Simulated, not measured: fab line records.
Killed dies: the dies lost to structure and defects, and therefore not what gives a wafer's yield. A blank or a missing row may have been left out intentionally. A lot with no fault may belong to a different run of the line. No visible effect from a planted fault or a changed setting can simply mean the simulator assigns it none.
Chamber matching | flow nand harc | NHARC_A_STAIRCASE_DESCUM_11 on rie diel-11 has 4 sister chambers
The step chemistry O2, time 3 s. 20 wafers are shown with their chamber, then 10 later ones without.

WAFERS WITH THEIR CHAMBER
wafer  | chamber | showerhead plenum p Torr (Torr) | drypump motor current A (A) | oes product au (a.u.)
L074.2 | 1       | 1.82                            | 6.3                         | 1.001
L074.4 | 3       | 2.05                            | 5.9                         | 1.003
L074.6 | 3       | 2.05                            | 5.9                         | 1.008
L075.1 | 1       | 1.82                            | 6.4                         | 1.003
L075.2 | 0       | 1.78                            | 5.1                         | 1.009
L075.3 | 2       | 2.01                            | 4.8                         | 0.998
L075.4 | 3       | 2.05                            | 5.9                         | 0.993
L075.5 | 0       | 1.78                            | 5.1                         | 1.011
L075.6 | 1       | 1.82                            | 6.4                         | 1.012
L078.3 | 3       | 2.05                            | 6.0                         | 1.003
L078.5 | 2       | 2.01                            | 4.8                         | 1.000
L078.6 | 1       | 1.82                            | 6.4                         | 1.007
L079.1 | 1       | 1.82                            | 6.4                         | 1.005
L079.2 | 3       | 2.04                            | 6.0                         | 1.002
L079.3 | 0       | 1.78                            | 5.0                         | 1.010
L080.1 | 1       | 1.82                            | 6.4                         | 0.998
L080.5 | 0       | 1.78                            | 5.1                         | 0.999
L080.6 | 3       | 2.04                            | 5.9                         | 1.008
L085.1 | 1       | 1.81                            | 6.3                         | 1.000
L085.3 | 0       | 1.78                            | 5.1                         | 1.008

SIGNATURES (means of the wafers above)
reading                  | chamber 0 | chamber 1 | chamber 2 | chamber 3 | scatter within a chamber
showerhead plenum p Torr | 1.7800    | 1.8186    | 2.0100    | 2.0467    | 0.0037
drypump motor current A  | 5.080     | 6.371     | 4.800     | 5.933     | 0.0472
oes product au           | 1.00740   | 1.00371   | 0.99900   | 1.00283   | 0.00488
Rule: for each reading, subtract the chamber's mean from the wafer's reading, divide by that reading's scatter and square the result; add these up over the readings and take the root, which gives the wafer's distance from the chamber. The wafer belongs to the nearest chamber; if the next one is less than 2 further off, it can't be placed. The scatter is the square root of a quotient: the sum, over the shown wafers, of each reading's squared deviation from its chamber's mean, divided by wafers minus chambers.

WAFERS WITHOUT THEIR CHAMBER
wafer  | showerhead plenum p Torr (Torr) | drypump motor current A (A) | oes product au (a.u.)
L085.5 | 2.01                            | 4.8                         | 1.001
L086.1 | 1.81                            | 6.4                         | 1.006
L086.3 | 1.78                            | 5.1                         | 1.002
L086.5 | 1.81                            | 6.4                         | 1.004
L089.3 | 2.00                            | 4.8                         | 1.000
L089.4 | 1.78                            | 5.1                         | 1.003
L089.5 | 2.04                            | 5.9                         | 1.005
L090.1 | 2.04                            | 5.9                         | 1.000
L090.2 | 2.00                            | 4.8                         | 1.003
L090.3 | 1.77                            | 5.0                         | 1.009

CHAMBER TAKEN BY EACH
wafer  | from the rows above | in truth
L085.5 | 2                   | 2
L086.1 | 1                   | 1
L086.3 | 0                   | 0
L086.5 | 1                   | 1
L089.3 | 2                   | 2
L089.4 | 0                   | 0
L089.5 | 3                   | 3
L090.1 | 3                   | 3
L090.2 | 2                   | 2
L090.3 | 0                   | 0
Correct placement for 10 of the 10. Left unplaced by these rows: 0. Wrongly placed: 0.
